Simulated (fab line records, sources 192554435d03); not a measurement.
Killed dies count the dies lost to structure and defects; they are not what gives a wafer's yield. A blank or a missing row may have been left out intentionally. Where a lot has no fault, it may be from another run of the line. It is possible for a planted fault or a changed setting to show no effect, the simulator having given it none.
Which tool was responsible? ; flow n5Finfet ; 11 lots with 33 wafers sampled at 3 steps, on a route of 1938 steps

WHAT EACH GAUGE READ, for each wafer
N5_BEOL_M10_CD_MEAS_28: target cd 70 nm. Usual: 69.4 nm for cdNm, sd 1.3.
lot;measured;on;cdNm (nm);flag
L812;day 10 06:24;cdSem-02;68.6 68.1 67.3;
L813;day 10 17:49;cdSem-03;70.0 67.5 69.6;
L814;day 10 21:02;cdSem-03;69.5 68.8 68.8;
L815;day 11 06:02;cdSem-02;70.9 70.8 70.5;
L816;day 11 09:58;cdSem-01;66.5 67.9 69.8;
L817;day 11 10:08;cdSem-02;69.3 68.3 67.3;
L825;day 13 11:47;cdSem-03;67.7 68.1 68.1;
L824;day 13 15:32;cdSem-03;71.0 71.4 71.1;
L829;day 14 19:52;cdSem-03;67.8 68.6 69.7;
L830;day 15 02:56;cdSem-02;71.3 70.7 70.2;
L833;day 15 18:16;cdSem-02;70.3 69.4 70.0;

N5_BEOL_M10_OVL_MEAS_29. Usual: V9_OVL 0.6 nm, standard deviation 0.66.
lot;measured;on;V9_OVL (nm);flag
L812;day 10 06:26;overlay-02;0.1 1.4 0.4;
L813;day 10 17:50;overlay-02;1.3 1.1 1.2;
L814;day 10 21:04;overlay-01;2.9 0.9 1.1;
L815;day 11 06:04;overlay-02;1.7 1.2 1.0;
L816;day 11 09:59;overlay-02;1.5 0.3 -0.1;
L817;day 11 10:10;overlay-02;-0.2 0.3 1.4;
L825;day 13 11:49;overlay-02;0.3 1.3 1.2;
L824;day 13 15:34;overlay-01;0.1 0.1 -0.8;
L829;day 14 19:53;overlay-01;1.0 -0.2 1.1;
L830;day 15 02:58;overlay-01;1.5 0.0 1.9;
L833;day 15 18:17;overlay-02;-0.5 1.1 0.1;

N5_BEOL_M10_INSPECT_30: inspects for defects (brightfield). Usual: 416 for rawDefectCount, sd 100.
lot;measured;on;rawDefectCount;flag
L812;day 10 06:27;defectInspect-01;471 340 301;
L813;day 10 17:52;defectInspect-01;316 349 417;
L814;day 10 21:05;defectInspect-02;371 443 357;
L815;day 11 06:05;defectInspect-02;571 609 700;
L816;day 11 10:01;defectInspect-02;335 451 412;
L817;day 11 10:11;defectInspect-02;364 449 617;
L825;day 13 11:50;defectInspect-02;524 596 599;
L824;day 13 15:35;defectInspect-02;275 286 375;
L829;day 14 19:55;defectInspect-02;479 404 426;
L830;day 15 02:59;defectInspect-01;338 261 388;
L833;day 15 18:19;defectInspect-01;440 470 530;

EACH LOT AND THE TOOL THAT RAN IT (in order: tool; ch and the chambers of the sampled wafers; start)
The record holds no process step before these readings.

AS READ BY THE TOOLS THEMSELVES (means over the sampled wafers that have a number; for cases with no such wafer, the mark the record gives instead)
The record holds no such reading with a usual standard deviation.

THE ANSWER, worked out from the rows above alone
Rule: take the mean of a lot's wafers that have a number; if it is more than 3 standard deviations from the usual mean, the lot is off. Also off: a lot with no number at a reading for which 4 or more lots have one. The other lots that the step has rows for count as sound. The gauges are gone through in route order, then the tools' own readings, and for those a lot's mean is taken as printed above. The first step at which some lot is off is used, and at that step the reading that is off furthest; a lot without a number counts as furthest.
No lot is off on any of the readings shown, so nothing can be concluded from this.

WHAT WAS PUT IN BY THE SIMULATOR
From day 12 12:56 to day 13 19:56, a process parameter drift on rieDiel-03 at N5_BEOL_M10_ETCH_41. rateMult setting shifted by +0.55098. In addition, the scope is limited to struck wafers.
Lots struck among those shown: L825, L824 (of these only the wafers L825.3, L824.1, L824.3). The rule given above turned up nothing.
